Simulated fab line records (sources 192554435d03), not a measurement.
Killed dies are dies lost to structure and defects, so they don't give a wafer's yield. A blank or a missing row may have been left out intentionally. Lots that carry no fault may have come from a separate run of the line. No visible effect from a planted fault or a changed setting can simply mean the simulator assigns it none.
Chamber matching -- flow n5Finfet -- 3 sister chambers for N5_BEOL_M5_ILD_DEP_00 on pecvd-04
The step deposits SiCOH lowk from DEMS/porogen, target thk 140.64 nm, time 25.9 s. 16 wafers are shown with their chamber, then 8 later ones without.

== WAFERS, EACH WITH ITS CHAMBER ==
wafer,chamber,showerheadPlenumPTorr (Torr),rfFwdPowerW (W),throttleValvePct (%)
L077.2,1,5.715,494.7,14.3
L077.3,2,5.746,497.1,14.4
L077.5,2,5.744,494.6,14.2
L078.3,1,5.737,492.2,14.1
L078.4,0,5.702,491.2,13.8
L078.6,2,5.747,493.9,14.4
L079.1,1,5.731,492.4,14.3
L079.3,2,5.751,495.2,14.3
L079.4,0,5.712,493.1,14.0
L081.4,0,5.695,492.1,14.2
L081.5,2,5.735,497.0,14.3
L081.6,1,5.709,491.1,14.2
L090.1,1,5.723,493.6,14.2
L090.2,2,5.728,494.9,14.3
L090.4,2,5.724,495.6,14.5
L091.2,1,5.724,491.4,14.2

SIGNATURES (means of the wafers above)
reading,chamber 0,chamber 1,chamber 2,scatter within a chamber
showerheadPlenumPTorr,5.70300,5.72317,5.73929,0.01
rfFwdPowerW,492.133,492.567,495.471,1.23
throttleValvePct,14.000,14.217,14.343,0.113
Rule: for each reading, subtract the chamber's mean from the wafer's reading, divide by that reading's scatter and square the result; add these up over the readings and take the root, which gives the wafer's distance from the chamber. If the next closest chamber is less than 2 further off than the closest, the wafer can't be placed; otherwise it belongs to the closest. The scatter: take each reading less its chamber's mean, square it, sum over the shown wafers, divide by the number of wafers less the number of chambers, and take the root.

== WAFERS WITHOUT THEIR CHAMBER ==
wafer,showerheadPlenumPTorr (Torr),rfFwdPowerW (W),throttleValvePct (%)
L091.4,5.728,494.8,14.0
L091.5,5.698,494.5,14.1
L093.1,5.737,495.4,14.3
L093.2,5.688,495.1,13.7
L093.4,5.732,494.5,14.4
L096.2,5.750,494.8,14.4
L096.3,5.707,492.9,13.9
L096.5,5.752,494.7,14.2

== WHICH CHAMBER EACH ONE RAN IN ==
wafer,from the rows above,in truth
L091.4,can't be placed: 1 or 2 or 0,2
L091.5,can't be placed: 0 or 1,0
L093.1,2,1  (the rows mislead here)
L093.2,0,0
L093.4,can't be placed: 2 or 1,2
L096.2,2,2
L096.3,0,0
L096.5,can't be placed: 2 or 1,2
Correctly placed: 3 of 8. From these rows, 4 cannot be placed; in 4 the true chamber is one of the candidates. Number placed wrongly: 1.
